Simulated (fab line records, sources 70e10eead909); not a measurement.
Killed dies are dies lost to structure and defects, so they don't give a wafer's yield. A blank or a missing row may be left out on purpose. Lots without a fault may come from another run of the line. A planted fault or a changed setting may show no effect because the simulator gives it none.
Which tool did it? | flow nand_harc | 7 lots, 21 wafers sampled, at 2 steps of a route of 1302

WHAT THE GAUGES READ, wafer by wafer
NHARC_P_M0_CD_MEAS_09: target cd 90 nm.
lot  | measured     | on        | cd_nm (nm)
L412 | day 7 01:42  | cd_sem-03 | 89.5 89.4 89.7
L416 | day 8 21:34  | cd_sem-03 | 88.8 89.6 89.9
L419 | day 9 20:26  | cd_sem-03 | 79.4 80.3 80.4
L427 | day 12 23:08 | cd_sem-02 | 90.8 89.4 90.7
L429 | day 13 19:56 | cd_sem-02 | 89.8 89.9 90.7
L431 | day 14 22:46 | cd_sem-01 | 90.6 90.2 89.4
L433 | day 15 15:45 | cd_sem-03 | 90.4 90.6 89.9

WHICH TOOL RAN EACH LOT (tool, then ch and the chambers of the sampled wafers, then the start)
lot  | NHARC_P_M0_PEB_07
L412 | litho_track-01 ch 0, day 7 01:37
L416 | litho_track-01 ch 0, day 8 21:29
L419 | litho_track-01 ch 0, day 9 20:21
L427 | litho_track-06 ch 0, day 12 23:04
L429 | litho_track-01 ch 0, day 13 19:52
L431 | litho_track-04 ch 0, day 14 22:41
L433 | litho_track-04 ch 0, day 15 15:40
- NHARC_P_M0_PEB_07: peb time 65 s.

THE ANSWER, worked out from the rows above alone
Rule: what is usual is taken from the lots themselves. Put in order of their means at a reading, lots are off if they are a third of the lots or fewer, leave a main group of 4 or more, and stand apart from it by a gap of 3 or more times the standard deviation of the main group's means; of several such gaps the widest counts. A main group whose means are all the same, to the digits that the tables above print for the reading, isn't used. A lot without any number at a reading at which 4 lots or more have one is off too. The other lots that the step has rows for count as sound.
Off: L419, at NHARC_P_M0_CD_MEAS_09 (cd_nm). The main group: mean 90.0 nm, standard deviation 0.35.
A tool fits if, at a process step before that reading, it ran every lot that is off, and no sound lot after the first of them. The gauges at NHARC_P_M0_CD_MEAS_09 are tried like those tools. None of those tried fits.

WHAT THE SIMULATOR HAD PUT IN
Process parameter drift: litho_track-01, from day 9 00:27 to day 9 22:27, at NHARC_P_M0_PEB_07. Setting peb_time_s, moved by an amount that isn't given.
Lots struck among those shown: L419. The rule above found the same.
